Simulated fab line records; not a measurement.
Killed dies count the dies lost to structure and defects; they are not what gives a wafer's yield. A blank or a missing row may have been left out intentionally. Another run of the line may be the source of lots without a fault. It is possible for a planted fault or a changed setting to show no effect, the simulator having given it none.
Split-lot experiment    flow n5-finfet    21 wafers read from 7 lots, route of 1938 steps

## ON THE SPLIT
At N5_BEOL_M13_ILD_DEP_00 (deposits SiOC from DEMS/O2, target thk 837.92 nm, time 166.4 s), the setting time-s was moved away from the recipe's 166.4 s on 6 of the 21 wafers read, by -9.0% to +10.5%. The other wafers ran this setting at the recipe's value.

Split to reading: the file shows no intervening step.

## THE READING
M13_ILD_THK in nanometres, read at N5_BEOL_M13_THK_MEAS_01. A value of 841 nm with a standard deviation of 9.8 nm is what fault-free wafers of this fab line usually give.

wafer   tool, chamber at the split  time-s as run, s  against the recipe  M13_ILD_THK, nm  against lot-mates on the recipe
L074.2  pecvd-03, 1                 166.4             recipe              830              -
L074.4  pecvd-03, 2                 183.8             +10.5%              943              +113
L074.5  pecvd-03, 1                 183.8             +10.5%              945              +115
L077.2  pecvd-03, 1                 166.4             recipe              818              -
L077.4  pecvd-03, 2                 166.4             recipe              842              -
L077.6  pecvd-03, 1                 166.4             recipe              836              -
L076.1  pecvd-04, 0                 166.4             recipe              849              -
L076.2  pecvd-04, 2                 166.4             recipe              844              -
L076.6  pecvd-04, 1                 166.4             recipe              853              -
L082.2  pecvd-02, 0                 166.4             recipe              846              -
L082.3  pecvd-02, 1                 155.7             -6.4%               792              -58
L082.4  pecvd-02, 1                 166.4             recipe              855              -
L083.1  pecvd-04, 2                 157.9             -5.1%               794              -67
L083.3  pecvd-04, 0                 157.9             -5.1%               800              -61
L083.4  pecvd-04, 0                 166.4             recipe              861              -
L090.1  pecvd-04, 0                 166.4             recipe              827              -
L090.2  pecvd-04, 1                 166.4             recipe              834              -
L090.6  pecvd-04, 2                 151.5             -9.0%               770              -60
L095.1  pecvd-02, 0                 166.4             recipe              828              -
L095.4  pecvd-02, 0                 166.4             recipe              847              -
L095.6  pecvd-02, 2                 166.4             recipe              844              -

THE FIT
A straight line over all 21 wafers: M13_ILD_THK changes by +9.08 nm for each +1% of time-s; r = +0.97; the points scatter about the line by 11 nm.
The same after taking each lot's own level away (the mean of its wafers on the recipe; 21 wafers): +10.1 nm for each +1%; r = +0.98; scatter 10 nm.
The reading moves by 1.1e+02 nm for the largest change in time-s, on that fit.
From 830.0 to 861.0 nm: that is the span of the lots' own levels, equal to 3.2 times the standard deviation above.
In other words, the slope is changed by the lot-to-lot level; the two fits disagree.
Check: with one of the wafers moved furthest among these (+10.5%) left out of the fit, the line predicts +104 nm for it against its lot-mates. Against them it came out at +113 nm.

## OTHER SPLITS APPLIED TO THESE WAFERS
Note: prior to the reading, these wafers also went through further splits. Each is held against what the fit with the lots' levels taken away leaves over:
other split on the same wafers  wafers away from the commonest value  r with M13_ILD_THK (lot level and that fit taken away)
N5_BEOL_M12_SPUTTER_43 time-s   5                                     -0.17

## THE WHOLE CHAIN: every reading that the file lists as answering this split, in the file's order
step                     what it does                                                    reading                                                                              change (the file's fit)               r (the file's)
N5_BEOL_M13_ILD_DEP_00   deposits SiOC from DEMS/O2, target thk 837.92 nm, time 166.4 s  SiOC_of_BEOL_M13_ILD_DEP_00.thk-nm (the simulator's own value, which no gauge read)  +9.48 nm for each +1% of the setting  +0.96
N5_BEOL_M13_THK_MEAS_01                                                                  M13_ILD_THK                                                                          +9.51 for each +1% of the setting     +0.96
N5_BEOL_M13_VIA_ETCH_16  etches SiOC in C4F8/O2/Ar, target depth 921.7 nm                etch.depth-nm (the simulator's own value, which no gauge read)                       +9.49 nm for each +1% of the setting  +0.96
N5_BEOL_M13_VIA_ETCH_16  etches SiOC in C4F8/O2/Ar, target depth 921.7 nm                coat_of_BEOL_M13_COAT_04.thk-nm (the simulator's own value, which no gauge read)     -2.84 nm for each +1% of the setting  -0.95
N5_BEOL_M13_STRIP_63     strips in N2/H2                                                 strip-time-to-endpoint-s                                                             withheld for each +1% of the setting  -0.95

## THE FILE'S OWN FIT
M13_ILD_THK changes by +9.51 nm for each +1% of time-s, r = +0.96.
